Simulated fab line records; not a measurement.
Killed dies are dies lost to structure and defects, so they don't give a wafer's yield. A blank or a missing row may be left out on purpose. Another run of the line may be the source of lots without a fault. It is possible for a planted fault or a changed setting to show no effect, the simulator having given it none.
Matching of chambers + flow nand harc + NHARC_P_M1_PRE_CLEAN_32 on pecvd-03: 3 sister chambers
The step time 12 s. 24 wafers are shown with their chamber, then 12 later ones without.

WAFERS PAIRED WITH THEIR CHAMBERS
| wafer  | chamber | heater power w (W) |
|--------|---------|--------------------|
| L074.1 | 1       | 719                |
| L074.2 | 2       | 615                |
| L074.6 | 2       | 625                |
| L075.2 | 2       | 620                |
| L075.3 | 0       | 708                |
| L075.4 | 2       | 609                |
| L076.1 | 1       | 701                |
| L076.2 | 2       | 550                |
| L076.5 | 1       | 722                |
| L077.2 | 2       | 597                |
| L077.4 | 0       | 711                |
| L077.6 | 1       | 671                |
| L082.1 | 2       | 589                |
| L082.3 | 0       | 712                |
| L082.5 | 0       | 715                |
| L084.3 | 1       | 692                |
| L084.5 | 0       | 675                |
| L084.6 | 2       | 550                |
| L086.2 | 0       | 725                |
| L086.3 | 1       | 698                |
| L086.6 | 0       | 738                |
| L088.4 | 1       | 630                |
| L088.5 | 2       | 541                |
| L088.6 | 0       | 648                |

SIGNATURES (averages over the wafers above)
| reading        | chamber 0 | chamber 1 | chamber 2 | scatter within a chamber |
|----------------|-----------|-----------|-----------|--------------------------|
| heater power w | 704.00    | 690.43    | 588.44    | 31.3                     |
Rule: a wafer's distance from a chamber is the root of the sum, over the readings, of the square of ((its reading less the chamber's mean) divided by the reading's scatter). If the next closest chamber is less than 2 further off than the closest, the wafer can't be placed; otherwise it belongs to the closest. The scatter is the square root of a quotient: the sum, over the shown wafers, of each reading's squared deviation from its chamber's mean, divided by wafers minus chambers.

WAFERS WITH NO CHAMBER GIVEN
| wafer  | heater power w (W) |
|--------|--------------------|
| L087.1 | 637                |
| L087.5 | 639                |
| L087.6 | 638                |
| L089.1 | 687                |
| L089.3 | 607                |
| L089.4 | 591                |
| L090.2 | 663                |
| L090.3 | 705                |
| L090.6 | 669                |
| L096.1 | 564                |
| L096.3 | 676                |
| L096.4 | 652                |

THE CHAMBER EACH PASSED THROUGH
| wafer  | from the rows above          | in truth |
|--------|------------------------------|----------|
| L087.1 | can't be placed: 2 or 1 or 0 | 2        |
| L087.5 | can't be placed: 2 or 1 or 0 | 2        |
| L087.6 | can't be placed: 2 or 1 or 0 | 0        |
| L089.1 | can't be placed: 1 or 0      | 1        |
| L089.3 | 2                            | 2        |
| L089.4 | 2                            | 2        |
| L090.2 | can't be placed: 1 or 0 or 2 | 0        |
| L090.3 | can't be placed: 0 or 1      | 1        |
| L090.6 | can't be placed: 1 or 0 or 2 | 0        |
| L096.1 | 2                            | 2        |
| L096.3 | can't be placed: 1 or 0      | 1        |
| L096.4 | can't be placed: 1 or 0 or 2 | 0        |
Correct placement for 3 of the 12. Cannot be placed on the basis of these rows: 9; the candidates contain the true chamber in 9. 0 placed wrongly.
